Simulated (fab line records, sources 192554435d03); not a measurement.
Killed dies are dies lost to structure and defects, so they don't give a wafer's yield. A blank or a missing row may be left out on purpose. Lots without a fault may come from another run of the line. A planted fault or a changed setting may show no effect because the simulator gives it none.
Which tool did it? | flow n5_finfet | 10 lots, 29 wafers sampled, at 5 steps of a route of 1938

WHAT THE GAUGES READ, wafer by wafer
N5_BEOL_M15_THK_MEAS_01.
lot  | measured     | on            | M15_ILD_THK (nm)
L309 | day 11 23:45 | film_metro-01 | 1598 1625 1615
L313 | day 12 18:29 | film_metro-02 | 1606 1632 1609
L316 | day 13 05:31 | film_metro-01 | 1589 1817
L319 | day 14 17:47 | film_metro-01 | 1629 1842 1861
L323 | day 15 18:50 | film_metro-01 | 1630 1620 1645
L326 | day 15 19:38 | film_metro-01 | 1621 1605 1646
L327 | day 16 02:04 | film_metro-02 | 1637 1648 1675
L329 | day 17 02:38 | film_metro-02 | 1597 1619 1638
L328 | day 17 02:55 | film_metro-02 | 1593 1632 1624
L330 | day 17 03:11 | film_metro-01 | 1632 1640 1674

WHICH TOOL RAN EACH LOT (tool, then ch and the chambers of the sampled wafers, then the start)
lot  | N5_BEOL_M14_ETCH_38                           | N5_BEOL_M14_CMP_49            | N5_BEOL_M14_DEP_53              | N5_BEOL_M15_ILD_DEP_00
L309 | rie_diel-02 ch 1,2,3, day 11 22:55 or earlier | cmp-01 ch 0,3, day 11 22:55   | pecvd-02 ch 0,2, day 11 23:16   | pecvd-03 ch 0,2, day 11 23:24
L313 | rie_diel-02 ch 0,1,2, day 12 17:47 or earlier | cmp-02 ch 1,3, day 12 17:47   | pecvd-01 ch 0,1,2, day 12 18:06 | pecvd-04 ch 0,1,2, day 12 18:14
L316 | rie_diel-06 ch 0,3, day 13 04:53 or earlier   | cmp-02 ch 0,2, day 13 04:53   | pecvd-03 ch 0,2, day 13 05:08   | pecvd-04 ch 0,1, day 13 05:16
L319 | rie_diel-02 ch 0,2,3, day 14 17:04 or earlier | cmp-03 ch 1,2, day 14 17:04   | pecvd-02 ch 1,2, day 14 17:23   | pecvd-04 ch 0,2, day 14 17:32
L323 | rie_diel-02 ch 1,2,3, day 15 18:06 or earlier | cmp-02 ch 1,3, day 15 18:06   | pecvd-01 ch 0,1, day 15 18:27   | pecvd-02 ch 0,2, day 15 18:35
L326 | rie_diel-04 ch 0,2,3, day 15 18:56 or earlier | cmp-03 ch 0,1,3, day 15 18:56 | pecvd-01 ch 0,1,2, day 15 19:15 | pecvd-02 ch 0,1,2, day 15 19:23
L327 | rie_diel-06 ch 0,2,3, day 16 01:22 or earlier | cmp-01 ch 0,2,3, day 16 01:22 | pecvd-01 ch 0,1,2, day 16 01:41 | pecvd-02 ch 0,1,2, day 16 01:49
L329 | rie_diel-06 ch 0,1,3, day 17 01:56 or earlier | cmp-02 ch 0,3, day 17 01:56   | pecvd-03 ch 0,2, day 17 02:16   | pecvd-03 ch 0,2, day 17 02:23
L328 | rie_diel-02 ch 0,2, day 17 02:11 or earlier   | cmp-02 ch 1,2, day 17 02:11   | pecvd-01 ch 0,2, day 17 02:32   | pecvd-03 ch 0,1,2, day 17 02:40
L330 | rie_diel-04 ch 0,2,3, day 17 02:29 or earlier | cmp-01 ch 0,1,3, day 17 02:29 | pecvd-02 ch 1,2, day 17 02:48   | pecvd-04 ch 0,2, day 17 02:56
- N5_BEOL_M14_ETCH_38: etches SiCN in CF4/N2, target depth 106.5 nm, time 120.6 s.
- N5_BEOL_M14_CMP_49: polishes, stops on SiO2, t overpolish 5.2 s, target thk 560 nm.
- N5_BEOL_M14_DEP_53: deposits SiCN from 3MS/NH3, target thk 50 nm, time 17.8 s.
- N5_BEOL_M15_ILD_DEP_00: deposits SiO2 from TEOS/O2, target thk 1629.3 nm, time 346.1 s.

THE ANSWER, worked out from the rows above alone
Rule: what is usual is taken from the lots themselves. Put in order of their means at a reading, lots are off if they are a third of the lots or fewer, leave a main group of 4 or more, and stand apart from it by a gap of 3 or more times the standard deviation of the main group's means; of several such gaps the widest counts. A main group whose means are all the same, to the digits that the tables above print for the reading, isn't used. A lot without any number at a reading at which 4 lots or more have one is off too. The other lots that the step has rows for count as sound.
Off: L316, L319, at N5_BEOL_M15_THK_MEAS_01 (M15_ILD_THK). The main group: mean 1628 nm, standard deviation 15.
A tool fits if, at a process step before that reading, it ran every lot that is off, and no sound lot after the first of them. The gauges at N5_BEOL_M15_THK_MEAS_01 are tried like those tools. N5_BEOL_M14_ETCH_38 gives no start for some lots, so the hours and the order of its lots are those of N5_BEOL_M14_CMP_49. None of those tried fits.

WHAT THE SIMULATOR HAD PUT IN
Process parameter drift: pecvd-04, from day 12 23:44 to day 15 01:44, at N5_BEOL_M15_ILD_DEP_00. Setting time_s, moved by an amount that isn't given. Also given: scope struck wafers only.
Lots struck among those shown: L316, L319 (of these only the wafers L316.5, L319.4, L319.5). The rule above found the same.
